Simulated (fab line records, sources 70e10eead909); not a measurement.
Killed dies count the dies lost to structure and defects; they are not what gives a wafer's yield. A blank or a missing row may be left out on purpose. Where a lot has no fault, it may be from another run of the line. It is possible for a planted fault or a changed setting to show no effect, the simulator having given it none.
Which tool did it? -- flow nandHarc -- Sampling: 6 lots, 18 wafers, 2 of 1159 route steps

## WHAT THE GAUGES SHOWED, per wafer
NHARC_P_M1_CD_MEAS_16.
lot,measured,on,cdNm (nm)
L671,day 6 18:38,cdSem-02,130.8 132.4 129.8
L674,day 7 16:16,cdSem-03,131.1 131.2 129.5
L682,day 9 06:44,cdSem-03,129.7 131.0 129.3
L685,day 10 08:43,cdSem-01,129.2 131.4 130.3
L689,day 11 10:19,cdSem-02,132.1 131.0 132.4
L691,day 11 12:32,cdSem-02,129.0 130.8 130.6

## TOOL THAT RAN EACH LOT (tool first, then ch and the chambers of the sampled wafers, then the start)
lot,NHARC_P_M1_ETCH_35
L671,"rieDiel-11 ch 1,2,3, day 6 18:25"
L674,"rieDiel-03 ch 1,2,3, day 7 16:02"
L682,"rieDiel-05 ch 0,1,3, day 9 06:32"
L685,"rieDiel-03 ch 2,3, day 10 08:29"
L689,"rieDiel-05 ch 1,2,3, day 11 10:07"
L691,"rieDiel-03 ch 1,2, day 11 12:19"
- NHARC_P_M1_ETCH_35: etches the open film in N2/H2, target depth 40 nm, overetch 12 nm, time 43.94 s.

## THE ANSWER, worked out from the rows above alone
Rule: the lots themselves supply what counts as usual. The widest of any qualifying gaps counts: lots, ordered by their means at a reading, are off when they make up no more than a third of the lots, leave a main group of 4 or more, and stand apart from it by 3 or more times the standard deviation of that group's means. A main group is skipped when, at the precision printed for the reading in the tables above, its means are all equal. A lot without any number at a reading at which 4 lots or more have one is off too. Where the step has rows for the other lots, those lots are counted as sound.
No lot is off on any of the readings shown, so nothing can be concluded from this.

## WHAT THE SIMULATOR HAD PUT IN
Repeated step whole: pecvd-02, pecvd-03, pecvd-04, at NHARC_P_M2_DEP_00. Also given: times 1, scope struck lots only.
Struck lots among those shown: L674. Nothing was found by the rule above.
